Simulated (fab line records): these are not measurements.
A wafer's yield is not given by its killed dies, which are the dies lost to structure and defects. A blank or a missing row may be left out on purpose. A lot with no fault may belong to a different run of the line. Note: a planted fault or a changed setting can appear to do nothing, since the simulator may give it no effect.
fab line records -- flow n5Finfet
record: lots: 7, wafers: 39
route steps=1938 shown FIN_SAQP@131 DUMMY_GATE@228 SD_EPI_N@275 SD_EPI_P@321 GATE_CUT@466 MOL_CONTACT_COAG@599 BEOL_M4@1111
startH: hours from the record's opening day to when the first of the lot's shown wafers began -- waitH: time in hours since the lot's previous step -- " unchanged from the row above -- L1.1+2: a single row standing in for several wafers -- - value missing, or start not given -- * or withheld: withheld -- < > ~ a bound
route shown NAME@n: NAME is a module with steps in the file, n the number in the route of the first one -- usual: the fault-free wafers' mean and standard deviation -- same: alike in all rows -- chamber/n: place in a boat -- sites: the reading at each site -- _std_site: the standard deviation of these -- _edge_site: the outer-site mean with the inner-site mean subtracted -- radiusMm: how far each site lies from the wafer's centre -- mask NAME#n: copy n -- behind: the tool/chamber that last shaped the wafer -- hold: why the lot went on hold/how many hours it stayed there/how the hold came to an end -- device: which transistor (n, p or np) failed to switch -- end of line: tests of these same wafers at the route's end -- a step without rows: its recipe alone -- killed: at the first sort, the dies lost to defects and structure; wafer yield is something else -- map: a wafer's dies, x killed, . not, _ none there
set.NAME: setting as actually run; set.NAME@STEP: the setting as run at that earlier step -- model.NAME: the simulator's own value behind a step, which no gauge read
lots whose settings were changed on purpose; a table a step, a row a wafer
== steps ==
step: N5_FIN_SAQP_MANDREL_ETCH_58
recipe: chemistry: HBr/Cl2, target: a-Si, targetDepthA: 450, btTimeS: 10, stopOn: SiNx, maskMaterial: SiO2, overEtchFrac: 0.8, timeS: 27, pressureMtorr: 10, icpW: 800, biasW: 75, HBr_flow_sccm: 150, Cl2_flow_sccm: 80, ends: endPoint
step: N5_DUMMY_GATE_EXPOSE_12
recipe: maskId: GATE, na: 0.33, sourceShape: annular, sigmaInner: 0.2, sigmaOuter: 0.6, polarization: unpolarized, targetCdNm: 25, doseMj: 34
step: N5_DUMMY_GATE_ETCH_31
recipe: chemistry: C4F6/O2, target: SiO2, maskMaterial: SOC, targetDepthA: 825, timeS: 27.5, ionEnergyEv: 250, pressureMtorr: 30, sourceW: 345, biasW: 185, Ar_flow_sccm: 300, C4F6_flow_sccm: 10, O2_flow_sccm: 10
step: N5_DUMMY_GATE_ETCH_32
recipe: chemistry: CF4, target: SiO2, targetDepthA: 35, timeS: 3.9, ionEnergyEv: 350, pressureMtorr: 10, icpW: 800, biasW: 400, cf4FlowSccm: 80
step: N5_DUMMY_GATE_ETCH_42
recipe: chemistry: CHF3/O2, target: SiO2, targetDepthA: 35, timeS: 31, ionEnergyEv: 30, biasW: 12, pressureMtorr: 30, sourceW: 600, Ar_flow_sccm: 200, CHF3_flow_sccm: 50, O2_flow_sccm: 5
step: N5_SD_EPI_N_ETCH_35
recipe: chemistry: N2/H2, target: SOC, overetchA: 1080, maskMaterial: SiARC, tempC: 40, ionEnergyEv: 100, sourceW: 3000, biasW: 133, pressureMtorr: 20, timeS: 486, n2FlowSccm: 200, h2FlowSccm: 200
step: N5_SD_EPI_N_LINER_46
recipe: material: SiNx, targetThkA: 30, tempC: 400, aldPrecursorFamily: SiH2I2, aldCoReactant: N2/H2-plasma, pressureTorr: 2
step: N5_SD_EPI_P_EPI_21
recipe: material: SiGe:B, dopant: B, tempC: 550, pressureTorr: 20, ambient: H2, timeS: 355
step: N5_GATE_CUT_ETCH_56
recipe: chemistry: Cl2/Ar, target: TiN, targetDepthA: 216, pressureMtorr: 10, icpW: 600, biasW: 60, Cl2_flow_sccm: 40, Ar_flow_sccm: 60
step: N5_MOL_CONTACT_COAG_EXPOSE_37
recipe: maskId: VD, na: 0.33, sourceShape: annular, sigmaInner: 0.3, sigmaOuter: 0.7, polarization: unpolarized, defocusNm: 0, doseMj: 62
step: N5_BEOL_M4_RC_MEAS_101
usual: RS_SD_P: 66.0/1.1
lot.wafer,tool,chamber,startH,waitH,set.biasW@FIN_SAQP_MANDREL_ETCH_58,set.doseMj@DUMMY_GATE_EXPOSE_12,set.targetDepthA@DUMMY_GATE_ETCH_31,set.timeS@DUMMY_GATE_ETCH_32,set.biasW@DUMMY_GATE_ETCH_42,set.timeS@SD_EPI_N_ETCH_35,set.targetThkA@SD_EPI_N_LINER_46,set.epiGrowthTimeS@SD_EPI_P_EPI_21,set.icpW@GATE_CUT_ETCH_56,set.doseMj@MOL_CONTACT_COAG_EXPOSE_37,RS_SD_P[ohm/sq]
L074.1,prober-01,0,177.23,0.0,75,34,825,3.9,12,486,30,355,638.2,62,65.0
L074.2,prober-01,0,177.23,0.0,85.15,34,825,4.321,11.16,486,30,326.9,638.2,62,69.3
L074.3,prober-01,0,177.23,0.0,85.15,34,825,3.9,12,486,30,326.9,600,62,68.8
L074.4,prober-01,0,177.23,0.0,75,34,825,4.321,12,486,30,355,600,62,65.7
L074.5,prober-01,0,177.23,0.0,75,34,825,3.9,11.16,486,30,326.9,600,62,68.6
L074.6,prober-01,0,177.23,0.0,85.15,34,825,4.321,11.16,486,30,355,638.2,62,66.9
L081.1,prober-02,0,203.33,0.0,89.33,34,825,3.9,12,486,28.03,386.7,600,64.17,63.4
L081.2,prober-02,0,203.33,0.0,75,34,868.1,3.507,12,486,30,386.7,682.3,62,63.0
L081.3,prober-02,0,203.33,0.0,75,34,825,3.507,12,486,28.03,355,682.3,62,67.7
L081.4,prober-02,0,203.33,0.0,89.33,34,868.1,3.9,12,486,28.03,386.7,682.3,64.17,63.2
L081.5,prober-02,0,203.33,0.0,89.33,34,868.1,3.507,12,486,30,355,600,64.17,67.5
L081.6,prober-02,0,203.33,0.0,75,34,825,3.9,12,486,30,355,600,62,67.5
L085.1,prober-02,0,232.60,0.0,75,34,825,3.9,12,486,30,355,600,62,65.3
L085.2,prober-02,0,232.60,0.0,75,34,825,3.9,12,486,30,355,550.9,59.4,65.0
L085.3,prober-02,0,232.60,0.0,75,34,825,3.9,12,486,26.82,355,600,59.4,65.1
L085.4,prober-02,0,232.60,0.0,75,35.9,825,3.9,12,486,30,355,550.9,62,64.8
L085.5,prober-02,0,232.60,0.0,75,35.9,825,3.9,12,486,26.82,355,600,62,65.0
L085.6,prober-02,0,232.60,0.0,75,35.9,825,3.9,12,486,26.82,355,550.9,59.4,65.3
L089.1,prober-01,0,253.26,0.0,75,34,916.4,3.9,12,486,27.99,339.7,600,62,68.7
L089.2,prober-01,0,253.26,0.0,75,34,916.4,3.9,12.95,486,27.99,355,600,62,64.9
L089.3,prober-01,0,253.26,0.0,75,32.43,825,3.228,12.95,486,30,355,600,62,65.3
L089.4,prober-01,0,253.26,0.0,75,32.43,825,3.9,12,599.8,30,339.7,600,62,67.4
L089.5,prober-01,0,253.26,0.0,75,34,825,3.228,12.95,599.8,27.99,339.7,600,62,68.1
L089.6,prober-01,0,253.26,0.0,75,32.43,916.4,3.228,12,599.8,30,355,600,62,65.6
L090.2,prober-02,0,255.38,0.2,75,34,825,3.9,12,486,30,355,600,62,69.0
L090.3,prober-02,0,255.38,0.2,75,34,825,3.9,12,486,30,355,600,62,68.9
L090.4,prober-02,0,255.38,0.2,75,34,825,3.9,12,486,30,355,600,62,68.2
L095.1,prober-01,0,291.49,0.0,75,34,866.6,3.9,12,448,32.43,355,652.6,62,65.5
L095.2,prober-01,0,291.49,0.0,80.84,34.71,825,3.9,14.3,448,30,355,600,60.57,64.8
L095.3,prober-01,0,291.49,0.0,75,34.71,825,3.59,12,486,30,355,600,60.57,64.6
L095.4,prober-01,0,291.49,0.0,80.84,34,866.6,3.59,12,448,30,355,652.6,62,66.4
L095.5,prober-01,0,291.49,0.0,80.84,34,825,3.59,14.3,486,32.43,355,600,62,64.8
L095.6,prober-01,0,291.49,0.0,75,34.71,866.6,3.9,14.3,486,32.43,355,652.6,60.57,65.5
L094.1,prober-02,0,293.41,0.0,61.86,32.29,825,3.9,10.66,442.7,30,342.3,600,59.76,67.9
L094.2,prober-02,0,293.41,0.0,75,34,825,3.9,12,486,30,342.3,600,59.76,67.3
L094.3,prober-02,0,293.41,0.0,75,32.29,825,3.177,10.66,486,30,355,600,62,64.8
L094.4,prober-02,0,293.41,0.0,75,34,825,3.177,12,442.7,30,355,600,59.76,65.6
L094.5,prober-02,0,293.41,0.0,61.86,32.29,825,3.9,12,442.7,30,355,600,62,64.2
L094.6,prober-02,0,293.41,0.0,61.86,34,825,3.177,10.66,486,30,342.3,600,62,66.8
== key ==
split: step: N5_FIN_SAQP_MANDREL_ETCH_58, setting: biasW, statedAs: 75
response none clear
split: step: N5_DUMMY_GATE_EXPOSE_12, setting: doseMj, statedAs: 34
response none clear
split: step: N5_DUMMY_GATE_ETCH_31, setting: targetDepthA, statedAs: 825
response none clear
split: step: N5_DUMMY_GATE_ETCH_32, setting: timeS, statedAs: 3.9
response none clear
split: step: N5_DUMMY_GATE_ETCH_42, setting: biasW, statedAs: 12
response none clear
split: step: N5_SD_EPI_N_ETCH_35, setting: timeS, statedAs: 486
response none clear
split: step: N5_SD_EPI_N_LINER_46, setting: targetThkA, statedAs: 30
response none clear
split: step: N5_SD_EPI_P_EPI_21, setting: epiGrowthTimeS, statedAs: 355
response: step: N5_BEOL_M4_RC_MEAS_101, reading: RS_SD_P, slope: -0.476, per: 1%, togetherWith: all, explained: 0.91
split: step: N5_GATE_CUT_ETCH_56, setting: icpW, statedAs: 600
response none clear
split: step: N5_MOL_CONTACT_COAG_EXPOSE_37, setting: doseMj, statedAs: 62
response none clear
